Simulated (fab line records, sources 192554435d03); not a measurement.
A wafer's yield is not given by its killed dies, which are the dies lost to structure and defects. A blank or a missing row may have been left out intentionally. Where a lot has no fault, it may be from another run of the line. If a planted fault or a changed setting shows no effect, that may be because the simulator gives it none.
Split-lot study :: flow n5Finfet :: on a route of 1938 steps: 7 lots, 21 wafers read

== THE SPLIT ITSELF ==
At N5_BEOL_M14_COAT_22 (resist thk 300 nm), the setting spinRpm was moved away from the recipe's 2888 rpm on 8 of the 21 wafers read, by -10.6% to -5.0%. All remaining wafers had this setting at the recipe value.

The split's own step is where the reading is taken.

== THE READING ==
coat_of_BEOL_M14_COAT_22.thkNm (the simulator's own value, which no gauge read), in nm, at N5_BEOL_M14_COAT_22 (resist thk 300 nm). The file gives no usual value for it. Here, 13 wafers ran the recipe; their average is 300.3 nm with a standard deviation of 1 nm.

wafer: L074.2
tool, chamber at the split: lithoTrack-02, 0
spinRpm as run, rpm: 2621
against the recipe: -9.2%
coat_of_BEOL_M14_COAT_22.thkNm, nm: 314.2
against lot-mates on the recipe: +14.6

wafer: L074.3
tool, chamber at the split: lithoTrack-02, 0
spinRpm as run, rpm: 2621
against the recipe: -9.2%
coat_of_BEOL_M14_COAT_22.thkNm, nm: 315.6
against lot-mates on the recipe: +16.0

wafer: L074.4
tool, chamber at the split: lithoTrack-02, 0
spinRpm as run, rpm: 2888
against the recipe: recipe
coat_of_BEOL_M14_COAT_22.thkNm, nm: 299.6
against lot-mates on the recipe: -

wafer: L075.2
tool, chamber at the split: lithoTrack-01, 0
spinRpm as run, rpm: 2888
against the recipe: recipe
coat_of_BEOL_M14_COAT_22.thkNm, nm: 299.6
against lot-mates on the recipe: -

wafer: L075.3
tool, chamber at the split: lithoTrack-01, 0
spinRpm as run, rpm: 2888
against the recipe: recipe
coat_of_BEOL_M14_COAT_22.thkNm, nm: 298.4
against lot-mates on the recipe: -

wafer: L075.6
tool, chamber at the split: lithoTrack-01, 0
spinRpm as run, rpm: 2744
against the recipe: -5.0%
coat_of_BEOL_M14_COAT_22.thkNm, nm: 306.6
against lot-mates on the recipe: +7.6

wafer: L077.1
tool, chamber at the split: lithoTrack-01, 0
spinRpm as run, rpm: 2583
against the recipe: -10.6%
coat_of_BEOL_M14_COAT_22.thkNm, nm: 316
against lot-mates on the recipe: +15.4

wafer: L077.5
tool, chamber at the split: lithoTrack-01, 0
spinRpm as run, rpm: 2583
against the recipe: -10.6%
coat_of_BEOL_M14_COAT_22.thkNm, nm: 317.2
against lot-mates on the recipe: +16.6

wafer: L077.6
tool, chamber at the split: lithoTrack-01, 0
spinRpm as run, rpm: 2888
against the recipe: recipe
coat_of_BEOL_M14_COAT_22.thkNm, nm: 300.6
against lot-mates on the recipe: -

wafer: L078.1
tool, chamber at the split: lithoTrack-05, 0
spinRpm as run, rpm: 2888
against the recipe: recipe
coat_of_BEOL_M14_COAT_22.thkNm, nm: 302
against lot-mates on the recipe: -

wafer: L078.3
tool, chamber at the split: lithoTrack-05, 0
spinRpm as run, rpm: 2888
against the recipe: recipe
coat_of_BEOL_M14_COAT_22.thkNm, nm: 301.6
against lot-mates on the recipe: -

wafer: L078.6
tool, chamber at the split: lithoTrack-05, 0
spinRpm as run, rpm: 2888
against the recipe: recipe
coat_of_BEOL_M14_COAT_22.thkNm, nm: 301
against lot-mates on the recipe: -

wafer: L088.2
tool, chamber at the split: lithoTrack-01, 0
spinRpm as run, rpm: 2731
against the recipe: -5.4%
coat_of_BEOL_M14_COAT_22.thkNm, nm: 307.8
against lot-mates on the recipe: +8.6

wafer: L088.4
tool, chamber at the split: lithoTrack-01, 0
spinRpm as run, rpm: 2888
against the recipe: recipe
coat_of_BEOL_M14_COAT_22.thkNm, nm: 298.8
against lot-mates on the recipe: -

wafer: L088.5
tool, chamber at the split: lithoTrack-01, 0
spinRpm as run, rpm: 2888
against the recipe: recipe
coat_of_BEOL_M14_COAT_22.thkNm, nm: 299.6
against lot-mates on the recipe: -

wafer: L095.1
tool, chamber at the split: lithoTrack-05, 0
spinRpm as run, rpm: 2888
against the recipe: recipe
coat_of_BEOL_M14_COAT_22.thkNm, nm: 300.2
against lot-mates on the recipe: -

wafer: L095.3
tool, chamber at the split: lithoTrack-05, 0
spinRpm as run, rpm: 2888
against the recipe: recipe
coat_of_BEOL_M14_COAT_22.thkNm, nm: 300.6
against lot-mates on the recipe: -

wafer: L095.5
tool, chamber at the split: lithoTrack-05, 0
spinRpm as run, rpm: 2888
against the recipe: recipe
coat_of_BEOL_M14_COAT_22.thkNm, nm: 301.2
against lot-mates on the recipe: -

wafer: L096.1
tool, chamber at the split: lithoTrack-05, 0
spinRpm as run, rpm: 2888
against the recipe: recipe
coat_of_BEOL_M14_COAT_22.thkNm, nm: 301.2
against lot-mates on the recipe: -

wafer: L096.3
tool, chamber at the split: lithoTrack-05, 0
spinRpm as run, rpm: 2705
against the recipe: -6.3%
coat_of_BEOL_M14_COAT_22.thkNm, nm: 311
against lot-mates on the recipe: +9.8

wafer: L096.5
tool, chamber at the split: lithoTrack-05, 0
spinRpm as run, rpm: 2705
against the recipe: -6.3%
coat_of_BEOL_M14_COAT_22.thkNm, nm: 311.2
against lot-mates on the recipe: +10.0

FIT RESULTS
A straight line over all 21 wafers: coat_of_BEOL_M14_COAT_22.thkNm changes by -1.56 nm for each +1% of spinRpm; r = -0.99; the points scatter about the line by 1 nm.
The same after taking each lot's own level away (the mean of its wafers on the recipe; 21 wafers): -1.57 nm for each +1%; r = -1.00; scatter 0.55 nm.
According to that fit, moving spinRpm by its largest amount changes the reading by 17 nm.
The lots' own levels span 299.00 to 301.53 nm, that is 2.4 times the standard deviation above.
The two slopes agree, so the slope changes little with the lot-to-lot level.
Check: with one of the wafers moved furthest among these (-10.6%) left out of the fit, the line predicts +16.9 nm for it against its lot-mates. It came out at +15.4 nm against them.

== OTHER SPLITS ON THESE WAFERS ==
Before the reading, these wafers also passed through other splits. Each is held against what the fit with the lots' levels taken away leaves over:
other split on the same wafers: N5_BEOL_M11_EXPOSE_25 doseMj
wafers away from the commonest value: 4
r with coat_of_BEOL_M14_COAT_22.thkNm (lot level and that fit taken away): +0.06

other split on the same wafers: N5_BEOL_M12_ILD_DEP_00 timeS
wafers away from the commonest value: 7
r with coat_of_BEOL_M14_COAT_22.thkNm (lot level and that fit taken away): -0.37

other split on the same wafers: N5_BEOL_M13_COAT_58 spinRpm
wafers away from the commonest value: 9
r with coat_of_BEOL_M14_COAT_22.thkNm (lot level and that fit taken away): +0.17

other split on the same wafers: N5_BEOL_M13_ETCH_59 timeS
wafers away from the commonest value: 6
r with coat_of_BEOL_M14_COAT_22.thkNm (lot level and that fit taken away): -0.25

== THE FILE'S OWN FIT ==
coat_of_BEOL_M14_COAT_22.thkNm changes by -1.57 nm for each +1% of spinRpm, r = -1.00.
